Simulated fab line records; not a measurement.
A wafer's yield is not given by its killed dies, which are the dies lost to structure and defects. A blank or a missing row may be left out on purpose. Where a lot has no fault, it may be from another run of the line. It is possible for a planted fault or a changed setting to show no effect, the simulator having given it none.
fab line records    flow n5Finfet
[record] lots = 7  wafers = 18  lastDay = 19
route steps=1938 shown FIN_CUT@171 STI_FIN_REVEAL@183 BEOL_M4@1111
lots that met no fault: taken from a fault-free run of the same line
startH: hours from the record's first day to the start of the lot's first wafer shown    waitH: hours from the lot's prior step to this one    " same as the row above    L1.1+2: a single row standing in for several wafers    - no value present, or no start provided    * or withheld: withheld    < > ~ a bound
route shown NAME@n: a module of which the file shows steps, and the number in the route of the first    usual: average and standard deviation across the fault-free wafers    same: alike in all rows    chamber/n: place in a boat    sites: each site's reading    _std_site: how widely they spread, as a standard deviation    _edge_site: outer sites' mean less inner sites'    radiusMm: how far each site lies from the wafer's centre    mask NAME#n: copy n    behind: the most recent tool/chamber to have shaped the wafer    hold: cause of the lot's hold/its duration in hours/its outcome    device: whichever transistor did not switch (one of n, p or np)    end of line: at the end of the route, the tests of the same wafers    a step given without rows: its recipe and nothing more    killed: not the wafer's yield, but the dies lost to structure and defects at the first sort    map: dies across one wafer; x = killed, . = not, _ = none there
set.NAME: the setting that was run; set.NAME@STEP: the one run at that earlier step    model.NAME: the simulator's own value behind a step, which no gauge read
lots at selected steps of the route; one table per step, one row per wafer
services: a tool's chamber out of use, with start hour (startH, from the record's first day; less than 0 if before it), hours out, and reason
[[steps]]
[step N5_FIN_CUT_STRIP_31]
[recipe] chemistry = N2/H2  tempC = 40  n2FlowSccm = 200  h2FlowSccm = 200  rfFrequencyHz = 6e+07
[step N5_FIN_CUT_STRIP_24]
[recipe] chemistry = CF4  resist = SiARC  powerW = 300  biasPowerW = 75  pressureMtorr = 50  cf4FlowSccm = 150  rfFrequencyHz = 6e+07
[usual] drypumpMotorCurrentA = 5.5/0.49  oesProductAu = 0.79/0.083  rfVppV = 271.3/1.4  showerheadPlenumPTorr = 1.80/0.058  throttleValvePct = 13.65/0.24
lot.wafer  tool        chamber  startH  waitH  drypumpMotorCurrentA  oesProductAu  rfHoursCounterH  rfVppV  showerheadPlenumPTorr  throttleValvePct
L872.1     rieDiel-01  3        27.45   0.0    6.3                   0.69          235              270.0   1.77                   13.96
L872.5     "           0        "       "      6.1                   0.71          -                271.6   1.86                   14.07
L872.6     "           3        "       "      6.3                   0.69          -                271.1   1.77                   13.98
L881.3     rieDiel-05  2        82.57   0.0    5.5                   0.77          110              271.3   1.74                   13.53
L881.5     "           2        "       "      5.5                   0.77          -                271.0   1.74                   13.53
L884.1     rieDiel-05  2        100.50  0.0    5.5                   0.77          114              269.9   1.73                   13.53
L884.5     "           1        "       "      5.9                   0.91          -                274.2   1.90                   13.59
L885.1     rieDiel-05  1        108.67  0.0    5.9                   0.90          28               274.1   1.90                   13.61
L885.4     "           0        "       "      4.7                   0.73          171              273.1   1.87                   13.78
L887.2     rieDiel-04  0        118.10  0.0    5.8                   0.70          199              270.2   1.79                   13.90
L887.5     "           1        "       "      5.8                   0.87          -                270.5   1.75                   13.42
L887.6     "           0        "       "      5.8                   0.71          -                271.2   1.79                   13.89
L891.1     rieDiel-04  3        141.78  0.0    5.9                   0.71          211              270.5   1.79                   14.03
L891.2     "           0        "       "      5.8                   0.70          207              269.9   1.79                   13.89
L891.4     "           1        "       "      5.7                   0.87          46               270.8   1.75                   13.46
L893.4     rieDiel-04  1        153.04  0.0    5.7                   0.86          49               270.2   1.75                   13.47
L893.5     "           2        "       "      5.5                   0.77          -                270.1   1.73                   13.44
L893.6     "           1        "       "      5.7                   0.86          -                270.3   1.75                   13.47
[step N5_FIN_CUT_CUT_ETCH_26]
[recipe] chemistry = CH3F/O2  target = SiNx  targetDepthA = 390  maskMaterial = SOC  timeS = 55.7  pressureMtorr = 30  sourceW = 395  biasW = 73  Ar_flow_sccm = 150  CH3F_flow_sccm = 30  O2_flow_sccm = 20  ionEnergyEv = 120
[usual] drypumpMotorCurrentA = 5.5/0.49  oesProductAu = 0.81/0.086  rfVppV = 295/5.1  showerheadPlenumPTorr = 2.01/0.063  throttleValvePct = 16.44/0.21
lot.wafer  tool        chamber  startH  waitH  drypumpMotorCurrentA  oesProductAu  rfHoursCounterH  rfVppV  showerheadPlenumPTorr  throttleValvePct
L872.1     rieDiel-01  3        27.47   0.0    6.3                   0.69          235              293     1.99                   16.82
L872.5     "           0        "       "      6.1                   0.73          -                311     2.07                   16.78
L872.6     "           3        "       "      6.3                   0.70          -                294     1.99                   16.84
L881.3     rieDiel-05  2        82.59   0.0    5.5                   0.79          110              292     1.95                   16.41
L881.5     "           2        "       "      5.5                   0.80          -                292     1.95                   16.42
L884.1     rieDiel-05  2        100.52  0.0    5.5                   0.80          114              291     1.95                   16.42
L884.5     "           1        "       "      5.9                   0.94          -                297     2.13                   16.45
L885.1     rieDiel-05  1        108.69  0.0    5.9                   0.92          28               296     2.13                   16.46
L885.4     "           0        "       "      4.7                   0.73          171              294     2.07                   16.49
L887.2     rieDiel-04  0        118.12  0.0    5.8                   0.72          199              300     1.98                   16.57
L887.5     "           1        "       "      5.7                   0.88          -                296     1.95                   16.29
L887.6     "           0        "       "      5.8                   0.71          -                301     1.98                   16.57
L891.1     rieDiel-04  3        141.80  0.0    5.9                   0.72          211              301     2.00                   16.82
L891.2     "           0        "       "      5.8                   0.71          207              300     1.98                   16.61
L891.4     "           1        "       "      5.7                   0.86          46               296     1.95                   16.30
L893.4     rieDiel-04  1        153.06  0.0    5.8                   0.87          49               295     1.95                   16.32
L893.5     "           2        "       "      5.5                   0.78          -                284     1.93                   16.23
L893.6     "           1        "       "      5.8                   0.86          -                295     1.95                   16.31
[step N5_FIN_CUT_CUT_ETCH_27]
[recipe] chemistry = CHF3/O2  target = SiO2  targetDepthA = 40  maskMaterial = SOC  overetchA = 20  timeS = 4.9  pressureMtorr = 30  sourceW = 650  biasW = 170  Ar_flow_sccm = 200  CHF3_flow_sccm = 50  O2_flow_sccm = 5  ionEnergyEv = 200
[step N5_FIN_CUT_PRECLEAN_35]
[recipe] timeS = 13.3  tempC = 45  pressureTorr = 125  pHfTorr = 3  pCoreactantTorr = 25  chemistry = vHF
[step N5_FIN_CUT_CUT_ETCH_15]
[recipe] chemistry = HBr/Cl2/O2  target = Si  targetDepthA = 1000  btTimeS = 10  maskMaterial = SOC  timeS = 42.4  ionEnergyEv = *  biasW = *  pressureMtorr = 10  icpW = 800  HBr_flow_sccm = 150  Cl2_flow_sccm = 80  O2_flow_sccm = 12
[step N5_FIN_CUT_CUT_ETCH_28]
[recipe] chemistry = HBr/Cl2/O2  target = Si  targetDepthA = 60  maskMaterial = SOC  timeS = 2.4  ionEnergyEv = *  biasW = *  pressureMtorr = 10  icpW = 800  HBr_flow_sccm = 150  Cl2_flow_sccm = 80  O2_flow_sccm = 12
[usual] drypumpMotorCurrentA = 5.8/0.4  oesProductAu = 1.001/0.014  throttleValvePct = 37.14/0.25
lot.wafer  tool      chamber  startH  waitH  drypumpMotorCurrentA  oesProductAu  rfHoursCounterH  throttleValvePct
L872.1     rieSi-04  3        27.72   0.0    5.7                   1.018         122              37.10
L872.5     "         2        "       "      5.3                   0.964         -                37.19
L872.6     "         1        "       "      5.8                   1.012         -                37.72
L881.3     rieSi-04  3        82.83   0.0    5.8                   1.011         123              37.09
L881.5     "         3        "       "      5.8                   1.006         -                37.08
L884.1     rieSi-04  2        100.83  0.0    5.4                   0.976         162              37.19
L884.5     "         2        "       "      5.3                   0.972         -                37.20
L885.1     rieSi-05  0        108.93  0.0    6.4                   0.998         148              37.29
L885.4     "         2        "       "      5.7                   1.001         27               36.86
L887.2     rieSi-04  2        118.37  0.0    5.3                   0.980         163              37.20
L887.5     "         1        "       "      5.7                   1.005         -                37.75
L887.6     "         2        "       "      5.3                   0.973         -                37.20
L891.1     rieSi-05  3        142.04  0.0    6.3                   1.007         47               37.24
L891.2     "         1        "       "      5.5                   0.980         4                37.14
L891.4     "         2        "       "      5.7                   1.001         27               36.87
L893.4     rieSi-04  2        153.31  0.0    5.3                   0.975         163              37.19
L893.5     "         3        "       "      5.8                   1.021         -                37.10
L893.6     "         0        "       "      5.9                   1.002         -                37.39
[step N5_FIN_CUT_STRIP_22]
[recipe] chemistry = N2/H2  powerW = 500  tempC = 40  pressureMtorr = 50  rfFrequencyHz = 6e+07  overashFraction = 0.3  biasPowerW = 8  h2Frac = 0.5  n2FlowSccm = 300  h2FlowSccm = 300
[usual] drypumpMotorCurrentA = 5.8/0.43  oesProductAu = 0.80/0.094  rfVppV = 53.9/2.1  showerheadPlenumPTorr = 3.38/0.099  throttleValvePct = 19.0/0.35
lot.wafer  tool        chamber  startH  waitH  drypumpMotorCurrentA  oesProductAu  rfHoursCounterH  rfVppV  showerheadPlenumPTorr  throttleValvePct
L872.1     rieDiel-05  2        27.79   0.0    5.5                   0.81          96               52.0    3.23                   18.4
L872.5     "           1        "       "      5.9                   0.97          -                57.9    3.58                   19.4
L872.6     "           2        "       "      5.6                   0.81          -                54.2    3.23                   18.4
L881.3     rieDiel-04  0        82.90   0.0    5.9                   0.73          187              53.4    3.35                   19.3
L881.5     "           1        "       "      5.7                   0.91          -                53.7    3.29                   19.0
L884.1     rieDiel-01  1        100.90  0.0    6.2                   0.73          173              54.9    3.47                   19.1
L884.5     "           1        "       "      6.2                   0.72          -                57.1    3.48                   19.1
L885.1     rieDiel-01  2        109.00  0.0    5.1                   0.87          23               53.4    3.44                   18.8
L885.4     "           0        "       "      6.2                   0.69          235              57.0    3.47                   19.5
L887.2     rieDiel-01  3        118.44  0.0    6.3                   0.98          8                53.2    3.29                   18.6
L887.5     "           2        "       "      5.2                   0.90          -                54.6    3.44                   18.8
L887.6     "           1        "       "      6.2                   0.74          -                54.9    3.47                   19.1
L891.1     rieDiel-04  2        142.11  0.0    5.5                   0.79          120              52.5    3.23                   18.3
L891.2     "           3        "       "      5.9                   0.71          211              54.9    3.34                   19.2
L891.4     "           0        "       "      5.8                   0.70          207              55.1    3.34                   19.3
L893.4     rieDiel-01  3        153.43  0.1    6.4                   0.91          -                53.4    3.28                   18.5
L893.5     "           1        "       "      6.2                   0.71          -                55.8    3.46                   19.1
L893.6     "           2        "       "      5.1                   0.85          -                52.4    3.43                   18.8
[step N5_FIN_CUT_PRECLEAN_36]
[recipe] chemistry = O3/DIW  timeS = 60  tempC = 22  o3Ppm = 10
[step N5_FIN_CUT_SRD_32]
[recipe] dry = ipaMarangoni  timeS = 30  tempC = 23  rinseLiquid = diw
[step N5_FIN_CUT_UV_OZONE_34]
[recipe] timeS = 120  pressureTorr = 760  tempC = 25
[step N5_FIN_CUT_INSPECT_17]
[recipe] inspectInstrument = brightfield  mode = aei
[usual] rawDefectCount = 238/77
lot.wafer  tool              chamber  startH  waitH  rawDefectCount
L872.1     defectInspect-01  -        27.95   0.0    171
L872.5     "                 -        "       "      183
L872.6     "                 -        "       "      185
L881.3     defectInspect-01  -        83.06   0.0    204
L881.5     "                 -        "       "      291
L884.1     defectInspect-01  -        101.06  0.0    228
L884.5     "                 -        "       "      223
L885.1     defectInspect-01  -        109.16  0.0    151
L885.4     "                 -        "       "      180
L887.2     defectInspect-01  -        118.61  0.0    204
L887.5     "                 -        "       "      197
L887.6     "                 -        "       "      164
L891.1     defectInspect-01  -        142.28  0.0    180
L891.2     "                 -        "       "      203
L891.4     "                 -        "       "      230
L893.4     defectInspect-02  -        153.58  0.0    175
L893.5     "                 -        "       "      164
L893.6     "                 -        "       "      208
[step N5_STI_FIN_REVEAL_ALD_00]
[recipe] material = SiO2  targetThkA = 10  tempC = 300  aldPrecursorFamily = BDEAS  aldCoReactant = O2-plasma  pulseTimeS = 1  pressureTorr = 2
[usual] heaterPowerW = 476/40  precursorPulseHeightRel = 0.998/0.019
lot.wafer  tool       chamber  startH  waitH  heaterPowerW  precursorPulseHeightRel  model.SiO2_of_STI_FIN_REVEAL_ALD_00.thkNm
L872.1     aldSin-01  0        28.69   0.7    461           0.988                    1
L872.5     "          0        "       "      461           0.963                    1
L872.6     "          3        "       "      424           1.029                    1
L881.3     aldSin-02  0        83.10   0.0    432           1.010                    1.4
L881.5     "          2        "       "      447           0.987                    1
L884.1     aldSin-02  2        101.09  0.0    447           1.014                    1.4
L884.5     "          2        "       "      444           1.014                    1
L885.1     aldSin-02  3        109.20  0.0    511           0.987                    1.4
L885.4     "          1        "       "      497           1.001                    1
L887.2     aldSin-01  0        118.95  0.3    468           0.978                    1
L887.5     "          0        "       "      465           1.004                    1
L887.6     "          1        "       "      545           0.969                    1
L891.1     aldSin-01  1        142.53  0.2    539           0.977                    1
L891.2     "          0        "       "      463           0.993                    1
L891.4     "          1        "       "      544           0.997                    1
L893.4     aldSin-04  1        154.85  1.3    524           1.016                    1
L893.5     "          1        "       "      517           1.020                    1
L893.6     "          2        "       "      498           0.976                    1
[step N5_STI_FIN_REVEAL_ALD_14]
[recipe] material = Si3N4  targetThkA = 30  tempC = 400  aldPrecursorFamily = SiH2I2  aldCoReactant = N2/H2-plasma  pressureTorr = 2
[usual] heaterPowerW = 851/73
lot.wafer  tool       chamber  startH  waitH  heaterPowerW
L872.1     aldSin-01  0        28.74   0.0    842
L872.5     "          0        "       "      833
L872.6     "          3        "       "      765
L881.3     aldSin-02  0        83.15   0.0    784
L881.5     "          2        "       "      794
L884.1     aldSin-02  2        101.14  0.0    780
L884.5     "          2        "       "      799
L885.1     aldSin-02  3        109.25  0.0    894
L885.4     "          1        "       "      879
L887.2     aldSin-01  0        119.00  0.0    842
L887.5     "          0        "       "      865
L887.6     "          1        "       "      1009
L891.1     aldSin-01  1        142.57  0.0    993
L891.2     "          0        "       "      834
L891.4     "          1        "       "      986
L893.4     aldSin-04  1        154.90  0.0    927
L893.5     "          1        "       "      929
L893.6     "          2        "       "      927
[step N5_BEOL_M4_RC_MEAS_101]
[usual] DIBL_N = 36.3/1.6  DIBL_P = 36.4/2.1  IOFF_N = 0.16/0.032  IOFF_P = 0.22/0.044  ION_N = 675/12  ION_P = 463/8.3  SS_N = 71.6/0.64  SS_P = 73.3/0.67  VT_N = 250/3.3  VT_P = -250/3.7
lot.wafer  tool       chamber  startH  waitH  DIBL_N[mV/V]  DIBL_P[mV/V]  IOFF_N[nA/um]  IOFF_P[nA/um]  ION_N[uA/um]  ION_P[uA/um]  SS_N[mV/dec]  SS_P[mV/dec]  VT_N[mV]  VT_P[mV]
L872.1     prober-01  0        221.23  0.0    38.5          39.6          0.22           0.27           675           463           72.4          73.7          247       -250
L872.5     "          0        "       "      35.5          35.8          0.16           0.21           669           457           71.7          72.8          247       -248
L872.6     "          0        "       "      35.7          35.4          0.14           0.19           666           463           71.6          73.0          251       -249
L881.3     prober-02  0        257.31  0.3    34.0          34.5          0.13           0.16           660           454           70.5          73.1          253       -255
L881.5     "          0        "       "      35.2          34.8          0.14           0.17           674           455           70.7          73.0          253       -255
L884.1     prober-01  0        279.39  0.0    36.9          37.0          0.15           0.22           674           455           71.7          73.8          250       -252
L884.5     "          0        "       "      35.9          36.0          0.14           0.20           673           460           71.3          72.7          253       -254
L885.1     prober-01  0        291.12  0.0    37.7          38.8          0.21           0.25           681           462           72.8          74.3          245       -247
L885.4     "          0        "       "      35.7          36.9          0.16           0.22           672           461           71.3          73.6          250       -250
L887.2     prober-02  0        306.26  0.9    34.9          36.5          0.16           0.22           686           473           71.5          73.9          248       -252
L887.5     "          0        "       "      33.3          33.8          0.12           0.18           653           452           71.9          72.8          255       -253
L887.6     "          0        "       "      33.3          33.3          0.12           0.18           662           456           70.7          73.7          254       -251
L891.1     prober-02  0        317.05  0.0    37.7          37.0          0.15           0.18           685           463           71.4          73.3          250       -256
L891.2     "          0        "       "      36.0          35.4          0.13           0.17           678           459           71.3          72.8          251       -254
L891.4     "          0        "       "      34.7          33.3          0.10           0.13           648           443           71.1          72.2          258       -259
L893.4     prober-02  0        351.32  0.5    38.6          37.5          0.16           0.21           666           452           72.7          73.7          254       -253
L893.5     "          0        "       "      37.3          37.4          0.15           0.22           668           458           71.8          73.0          251       -251
L893.6     "          0        "       "      36.7          34.2          0.13           0.17           665           452           71.3          72.2          257       -254
[[services]]
tool        chamber  startH  hours  kind
aldSin-01   0        7.75    -      clean
aldSin-01   1        7.75    -      clean
aldSin-01   2        7.75    -      clean
aldSin-01   3        7.75    -      clean
aldSin-02   3        10.76   3.8    repair
aldSin-04   -        12.85   0.7    repair
aldSin-04   0        16.22   8.0    repair
rieDiel-01  2        24.06   -      clean
rieDiel-05  -        25.24   0.2    repair
aldSin-04   2        31.60   11.1   repair
rieSi-04    1        32.61   2.8    repair
aldSin-02   1        35.50   21.3   repair
aldSin-02   2        36.42   9.5    repair
aldSin-01   -        39.35   0.9    repair
aldSin-01   -        42.47   1.5    repair
aldSin-04   3        56.55   7.1    repair
rieSi-04    0        61.97   29.8   repair
rieDiel-01  0        75.56   1.7    repair
rieDiel-05  1        80.42   9.3    repair
aldSin-04   -        85.25   14.0   pm
rieSi-05    3        98.96   9.6    repair
rieDiel-04  2        105.37  13.3   repair
rieDiel-01  0        117.38  36.7   repair
aldSin-01   3        131.40  31.4   repair
[[key]]
firstSign none at tools or gauges
[modelEffect] step = N5_STI_FIN_REVEAL_ALD_00  value = SiO2_of_STI_FIN_REVEAL_ALD_00.thkNm  without = 1  struck = 1.4
metAt N5_STI_FIN_REVEAL_ALD_00
struckWafers L881.3,L884.1,L885.1
[fault] kind = processParameterDrift  tool = aldSin-02  chamber = -  onsetH = 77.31  steps = N5_STI_FIN_REVEAL_ALD_00  channel = targetThkA  offset = *  shape = step  endH = 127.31  scope = struckWafersOnly  actsIn = *  stated = *
